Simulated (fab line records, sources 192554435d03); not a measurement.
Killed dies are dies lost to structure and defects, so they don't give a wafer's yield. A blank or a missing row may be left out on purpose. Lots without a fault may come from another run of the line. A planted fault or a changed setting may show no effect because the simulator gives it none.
Split-lot experiment | flow n5_finfet | 7 lots, 39 wafers read, on a route of 1938 steps

THE SPLIT
At N5_FIN_SAQP_DEVELOP_15 (develop time 30 s), the setting develop_time_s was moved away from the recipe's 30 s on 15 of the 39 wafers read, by -58.5% to +53.0%. The other wafers ran this setting at the recipe's value.

The file shows no step between the split and the reading.

THE READING
cd_nm, in nm, at N5_FIN_SAQP_CD_MEAS_16 (target cd 35.6 nm). Fault-free wafers of this fab line usually give 35.6 nm, standard deviation 0.36 nm.

wafer  | tool, chamber at the split | develop_time_s as run, s | against the recipe | cd_nm, nm | against lot-mates on the recipe
L077.1 | litho_track-02, 0          | 30                       | recipe             | 35.9      | -
L077.2 | litho_track-02, 0          | 30                       | recipe             | 36.0      | -
L077.3 | litho_track-02, 0          | 30                       | recipe             | 35.2      | -
L077.4 | litho_track-02, 0          | 15.79                    | -47.4%             | 37.4      | +1.7
L077.5 | litho_track-02, 0          | 15.79                    | -47.4%             | 37.2      | +1.5
L077.6 | litho_track-02, 0          | 15.79                    | -47.4%             | 36.5      | +0.8
L078.1 | litho_track-03, 0          | 30                       | recipe             | 35.7      | -
L078.2 | litho_track-03, 0          | 20.71                    | -31.0%             | 36.5      | +0.6
L078.3 | litho_track-03, 0          | 30                       | recipe             | 36.3      | -
L078.4 | litho_track-03, 0          | 20.71                    | -31.0%             | 36.3      | +0.4
L078.5 | litho_track-03, 0          | 20.71                    | -31.0%             | 36.6      | +0.7
L078.6 | litho_track-03, 0          | 30                       | recipe             | 35.8      | -
L083.1 | litho_track-02, 0          | 30                       | recipe             | 35.4      | -
L083.2 | litho_track-02, 0          | 44.94                    | +49.8%             | 34.3      | -1.3
L083.3 | litho_track-02, 0          | 44.94                    | +49.8%             | 34.8      | -0.8
L083.4 | litho_track-02, 0          | 44.94                    | +49.8%             | 34.1      | -1.5
L083.5 | litho_track-02, 0          | 30                       | recipe             | 35.9      | -
L083.6 | litho_track-02, 0          | 30                       | recipe             | 35.4      | -
L084.1 | litho_track-04, 0          | 30                       | recipe             | 35.6      | -
L084.2 | litho_track-04, 0          | 30                       | recipe             | 35.8      | -
L084.3 | litho_track-04, 0          | 30                       | recipe             | 35.3      | -
L084.4 | litho_track-04, 0          | 45.9                     | +53.0%             | 34.8      | -0.8
L084.5 | litho_track-04, 0          | 45.9                     | +53.0%             | 34.2      | -1.4
L084.6 | litho_track-04, 0          | 45.9                     | +53.0%             | 34.3      | -1.3
L085.1 | litho_track-04, 0          | 30                       | recipe             | 35.6      | -
L085.2 | litho_track-04, 0          | 12.45                    | -58.5%             | 37.3      | +1.9
L085.3 | litho_track-04, 0          | 12.45                    | -58.5%             | 37.6      | +2.2
L085.4 | litho_track-04, 0          | 30                       | recipe             | 35.1      | -
L085.5 | litho_track-04, 0          | 12.45                    | -58.5%             | 37.1      | +1.7
L085.6 | litho_track-04, 0          | 30                       | recipe             | 35.6      | -
L089.2 | litho_track-03, 0          | 30                       | recipe             | 35.5      | -
L089.3 | litho_track-03, 0          | 30                       | recipe             | 35.3      | -
L089.4 | litho_track-03, 0          | 30                       | recipe             | 35.5      | -
L090.1 | litho_track-04, 0          | 30                       | recipe             | 35.6      | -
L090.2 | litho_track-04, 0          | 30                       | recipe             | 35.4      | -
L090.3 | litho_track-04, 0          | 30                       | recipe             | 35.1      | -
L090.4 | litho_track-04, 0          | 30                       | recipe             | 35.5      | -
L090.5 | litho_track-04, 0          | 30                       | recipe             | 35.4      | -
L090.6 | litho_track-04, 0          | 30                       | recipe             | 35.1      | -

THE FIT
A straight line over all 39 wafers: cd_nm changes by -0.0266 nm for each +1% of develop_time_s; r = -0.93; the points scatter about the line by 0.32 nm.
The same after taking each lot's own level away (the mean of its wafers on the recipe; 39 wafers): -0.0258 nm for each +1%; r = -0.94; scatter 0.29 nm.
On that fit, the largest move of develop_time_s shifts the reading by 1.5 nm.
The lots' own levels span 35.35 to 35.93 nm, that is 1.6 times the standard deviation above.
So the lot-to-lot level changes the slope little: the two slopes agree.
Check: with one of the wafers moved furthest among these (-58.5%) left out of the fit, the line predicts +1.51 nm for it against its lot-mates. It came out at +1.87 nm against them.

THE WHOLE CHAIN: every reading that the file lists as answering this split, in the file's order
step                   | what it does      | reading                                                                             | change (the file's fit)                 | r (the file's)
N5_FIN_SAQP_DEVELOP_15 | develop time 30 s | CAR-ArF_of_FIN_SAQP_COAT_10.thk_nm (the simulator's own value, which no gauge read) | -0.00949 nm for each +1% of the setting | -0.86
N5_FIN_SAQP_CD_MEAS_16 | target cd 35.6 nm | cd_nm                                                                               | -0.0258 nm for each +1% of the setting  | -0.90

THE FILE'S OWN FIT
cd_nm changes by -0.0258 nm for each +1% of develop_time_s, r = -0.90.
